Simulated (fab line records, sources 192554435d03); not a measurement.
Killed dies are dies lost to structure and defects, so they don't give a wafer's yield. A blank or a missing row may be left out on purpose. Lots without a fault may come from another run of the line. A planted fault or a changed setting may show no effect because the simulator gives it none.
Split-lot experiment | flow n5_finfet | 7 lots, 21 wafers read, on a route of 1938 steps

THE SPLIT
At N5_BEOL_M5_TRENCH_ETCH_37 (etches SiCOH lowk in C4F6/O2, target depth 71.652 nm, time 24.7 s), the setting time_s was moved away from the recipe's 24.7 s on 7 of the 21 wafers read, by -19.4% to +11.1%. The other wafers ran this setting at the recipe's value.

FROM THE SPLIT TO THE READING: what the file shows between them, 13 steps
- N5_BEOL_M5_ETCH_41: etches SiCN in CH3F/O2, target depth 31.5 nm, time 56.7 s (also split here: source_w)
- N5_BEOL_M5_STRIP_91: strips in N2/H2, time 10 s
- N5_BEOL_M5_OCD_MEAS_38
- N5_BEOL_M5_HM_STRIP_39: strips TiN in peroxide tin strip, target depth 25 nm, time 158 s
- N5_BEOL_M5_SRD_40: time 30 s
- N5_BEOL_M5_ECD_50: material Cu, target thk 300 nm
- N5_BEOL_M5_ANNEAL_51: time 90 s
- N5_BEOL_M5_CMP_52: polishes, stops on SiCOH lowk, t overpolish 6.9 s, target thk 62 nm
- N5_BEOL_M5_THK_MEAS_53: measures by xrf
- N5_BEOL_M5_PRE_CLEAN_77: time 15 s
- N5_BEOL_M5_CO_CAP_78: material Co, precursor CCTBA/H2, target thk 2 nm, time 102.1 s
- N5_BEOL_M5_PRE_CLEAN_55: time 15 s
- N5_BEOL_M5_DEP_56: deposits SiCN from 3MS/NH3, target thk 8 nm, time 14 s

THE READING
M5_RS, in ohm/sq, at N5_BEOL_M5_RS_MEAS_57 (measures by four-point-probe). Fault-free wafers of this fab line usually give 0.381 ohm/sq, standard deviation 0.017 ohm/sq.

wafer  | tool, chamber at the split | time_s as run, s | against the recipe | M5_RS, ohm/sq | against lot-mates on the recipe
L076.1 | rie_diel-01, 0             | 27.44            | +11.1%             | 0.348         | -0.046
L076.2 | rie_diel-01, 1             | 24.7             | recipe             | 0.399         | -
L076.6 | rie_diel-01, 1             | 24.7             | recipe             | 0.388         | -
L077.2 | rie_diel-05, 0             | 24.7             | recipe             | 0.368         | -
L077.4 | rie_diel-05, 3             | 24.7             | recipe             | 0.356         | -
L077.5 | rie_diel-05, 3             | 24.7             | recipe             | 0.351         | -
L081.4 | rie_diel-01, 3             | 22.28            | -9.8%              | 0.469         | +0.081
L081.5 | rie_diel-01, 2             | 24.7             | recipe             | 0.377         | -
L081.6 | rie_diel-01, 1             | 24.7             | recipe             | 0.398         | -
L080.2 | rie_diel-01, 3             | 24.7             | recipe             | 0.417         | -
L080.5 | rie_diel-01, 3             | 24.7             | recipe             | 0.397         | -
L080.6 | rie_diel-01, 2             | 24.7             | recipe             | 0.366         | -
L085.2 | rie_diel-05, 2             | 24.7             | recipe             | 0.380         | -
L085.3 | rie_diel-05, 3             | 22.56            | -8.7%              | 0.413         | +0.033
L085.5 | rie_diel-05, 0             | 22.56            | -8.7%              | 0.431         | +0.051
L084.1 | rie_diel-03, 3             | 19.91            | -19.4%             | 0.503         | +0.133
L084.4 | rie_diel-03, 0             | 19.91            | -19.4%             | 0.505         | +0.135
L084.5 | rie_diel-03, 2             | 24.7             | recipe             | 0.370         | -
L095.1 | rie_diel-05, 0             | 24.7             | recipe             | 0.377         | -
L095.2 | rie_diel-05, 1             | 24.7             | recipe             | 0.424         | -
L095.5 | rie_diel-05, 0             | 21.34            | -13.6%             | 0.462         | +0.062

THE FIT
A straight line over all 21 wafers: M5_RS changes by -0.00571 ohm/sq for each +1% of time_s; r = -0.90; the points scatter about the line by 0.021 ohm/sq.
The same after taking each lot's own level away (the mean of its wafers on the recipe; 21 wafers): -0.00609 ohm/sq for each +1%; r = -0.94; scatter 0.016 ohm/sq.
On that fit, the largest move of time_s shifts the reading by 0.12 ohm/sq.
The lots' own levels span 0.3583 to 0.4005 ohm/sq, that is 2.5 times the standard deviation above.
So the lot-to-lot level changes the slope little: the two slopes agree.
Check: with one of the wafers moved furthest among these (-19.4%) left out of the fit, the line predicts +0.114 ohm/sq for it against its lot-mates. It came out at +0.133 ohm/sq against them.

OTHER SPLITS ON THESE WAFERS
These wafers also went through other splits before the reading. Each is held against what the fit with the lots' levels taken away leaves over:
other split on the same wafers | wafers away from the commonest value | r with M5_RS (lot level and that fit taken away)
N5_BEOL_M3_COAT_22 spin_rpm    | 3                                    | -0.30
N5_BEOL_M4_ILD_DEP_00 time_s   | 5                                    | -0.13
N5_BEOL_M5_COAT_66 spin_rpm    | 6                                    | +0.18
N5_BEOL_M5_COAT_74 temp_c      | 7                                    | +0.38
N5_BEOL_M5_ETCH_41 source_w    | 8                                    | -0.16

THE WHOLE CHAIN: every reading that the file lists as answering this split, in the file's order
step                      | what it does                                                        | reading                                                                      | change (the file's fit)               | r (the file's)
N5_BEOL_M5_TRENCH_ETCH_37 | etches SiCOH lowk in C4F6/O2, target depth 71.652 nm, time 24.7 s   | etch.depth_nm (the simulator's own value, which no gauge read)               | +0.66 nm for each +1% of the setting  | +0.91
N5_BEOL_M5_TRENCH_ETCH_37 | etches SiCOH lowk in C4F6/O2, target depth 71.652 nm, time 24.7 s   | BEOL_M5.feature_depth_nm (the simulator's own value, which no gauge read)    | +0.658 nm for each +1% of the setting | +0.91
N5_BEOL_M5_OCD_MEAS_38    |                                                                     | trench_depth_nm                                                              | +0.678 nm for each +1% of the setting | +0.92
N5_BEOL_M5_CMP_52         | polishes, stops on SiCOH lowk, t overpolish 6.9 s, target thk 62 nm | Cu_of_BEOL_M5_ECD_50.thk_nm (the simulator's own value, which no gauge read) | +0.675 nm for each +1% of the setting | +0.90
N5_BEOL_M5_THK_MEAS_53    | measures by xrf                                                     | M5_THK                                                                       | +0.669 for each +1% of the setting    | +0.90
N5_BEOL_M5_RS_MEAS_57     | measures by four-point-probe                                        | M5_RS                                                                        | -0.00596 for each +1% of the setting  | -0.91

THE FILE'S OWN FIT
M5_RS changes by -0.00596 ohm/sq for each +1% of time_s, r = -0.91.
